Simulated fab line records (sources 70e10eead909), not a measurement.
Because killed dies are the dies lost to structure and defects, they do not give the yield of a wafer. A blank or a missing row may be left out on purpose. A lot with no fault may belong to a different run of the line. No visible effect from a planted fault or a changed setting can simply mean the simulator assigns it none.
Chamber matching / flow nand-harc / NHARC_A_STAIRCASE_DEP_156 on pecvd-03 has 3 sister chambers
The step deposits SiNx, target thk 50 nm. 6 wafers are shown with their chamber, then 7 later ones without.

## EACH WAFER AND ITS CHAMBER
wafer=L083.1; chamber=0; heater-power-w (W)=822; heater-power-outer-w (W)=505
wafer=L093.1; chamber=2; heater-power-w (W)=753; heater-power-outer-w (W)=439
wafer=L093.2; chamber=1; heater-power-w (W)=807; heater-power-outer-w (W)=431
wafer=L093.6; chamber=1; heater-power-w (W)=813; heater-power-outer-w (W)=434
wafer=L096.2; chamber=0; heater-power-w (W)=760; heater-power-outer-w (W)=434
wafer=L096.4; chamber=2; heater-power-w (W)=651; heater-power-outer-w (W)=386

## WAFERS MISSING THEIR CHAMBER
wafer=L096.5; heater-power-w (W)=794; heater-power-outer-w (W)=418
wafer=L094.1; heater-power-w (W)=748; heater-power-outer-w (W)=403
wafer=L094.4; heater-power-w (W)=776; heater-power-outer-w (W)=405
wafer=L094.6; heater-power-w (W)=749; heater-power-outer-w (W)=444
wafer=L095.1; heater-power-w (W)=699; heater-power-outer-w (W)=429
wafer=L095.3; heater-power-w (W)=808; heater-power-outer-w (W)=448
wafer=L095.6; heater-power-w (W)=816; heater-power-outer-w (W)=447

## WHICH CHAMBER EACH WENT THROUGH
wafer=L096.5; from the rows above=can't be placed: 1 or 0 or 2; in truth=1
wafer=L094.1; from the rows above=can't be placed: 2 or 1 or 0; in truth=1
wafer=L094.4; from the rows above=can't be placed: 1 or 2 or 0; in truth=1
wafer=L094.6; from the rows above=can't be placed: 0 or 1 or 2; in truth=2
wafer=L095.1; from the rows above=can't be placed: 2 or 0 or 1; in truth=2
wafer=L095.3; from the rows above=can't be placed: 1 or 0 or 2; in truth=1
wafer=L095.6; from the rows above=can't be placed: 1 or 0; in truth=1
Correctly placed: 0 of 7. Not placeable from these rows: 7 (in 7, the candidates include the true chamber). 0 placed wrongly.
How it was worked out, from the rows above alone: a wafer's distance from a chamber is the root of the sum, over the readings, of the square of ((its reading less the chamber's mean) divided by the reading's scatter). The wafer belongs to the nearest chamber; if the next one is less than 2 further off, it can't be placed. A chamber's mean is the mean of its shown wafers. The scatter is the square root of a quotient: the sum, over the shown wafers, of each reading's squared deviation from its chamber's mean, divided by wafers minus chambers.
